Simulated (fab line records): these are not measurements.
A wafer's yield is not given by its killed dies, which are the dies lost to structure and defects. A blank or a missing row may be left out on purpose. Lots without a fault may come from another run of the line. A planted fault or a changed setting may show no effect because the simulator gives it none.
Chamber matching :: flow n5Finfet :: N5_BEOL_M13_CMP_49 on cmp-02: 4 sister chambers
The step polishes, stops on SiOC, t overpolish 17.1 s, target thk 420 nm. 4 wafers are shown with their chamber, then 7 later ones without.

## WAFERS PAIRED WITH THEIR CHAMBERS
wafer: L126.2
chamber: 3
motorCurrentA (A): 5.6

wafer: L128.1
chamber: 2
motorCurrentA (A): 6.2

wafer: L127.1
chamber: 1
motorCurrentA (A): 6.3

wafer: L127.2
chamber: 0
motorCurrentA (A): 6.4

## WAFERS WITH NO CHAMBER GIVEN
wafer: L127.6
motorCurrentA (A): 6.1

wafer: L130.1
motorCurrentA (A): 6.4

wafer: L130.2
motorCurrentA (A): 6.2

wafer: L130.3
motorCurrentA (A): 6.3

wafer: L131.2
motorCurrentA (A): 5.3

wafer: L131.3
motorCurrentA (A): 6.5

wafer: L131.5
motorCurrentA (A): 6.3

## WHICH CHAMBER EACH WENT THROUGH
wafer: L127.6
from the rows above: can't be placed: 2 or 1 or 0
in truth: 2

wafer: L130.1
from the rows above: can't be placed: 0 or 1 or 2
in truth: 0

wafer: L130.2
from the rows above: can't be placed: 2 or 1 or 0
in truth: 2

wafer: L130.3
from the rows above: can't be placed: 1 or 2 or 0
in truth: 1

wafer: L131.2
from the rows above: 3
in truth: 3

wafer: L131.3
from the rows above: can't be placed: 0 or 1 or 2
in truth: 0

wafer: L131.5
from the rows above: can't be placed: 1 or 2 or 0
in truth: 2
Placed correctly: 1 of 7. Not placeable from these rows: 6 (in 6, the candidates include the true chamber). Wrongly placed: 0.
How it was worked out, from the rows above alone: a wafer's distance from a chamber is the root of the sum, over the readings, of the square of ((its reading less the chamber's mean) divided by the reading's scatter). The wafer belongs to the nearest chamber; if the next one is less than 2 further off, it can't be placed. For every chamber, the mean is computed from those of its wafers that are shown. The scatter (one wafer shown for each chamber): square how far every hidden wafer sits from the nearest shown wafer, average those squares and take the square root.
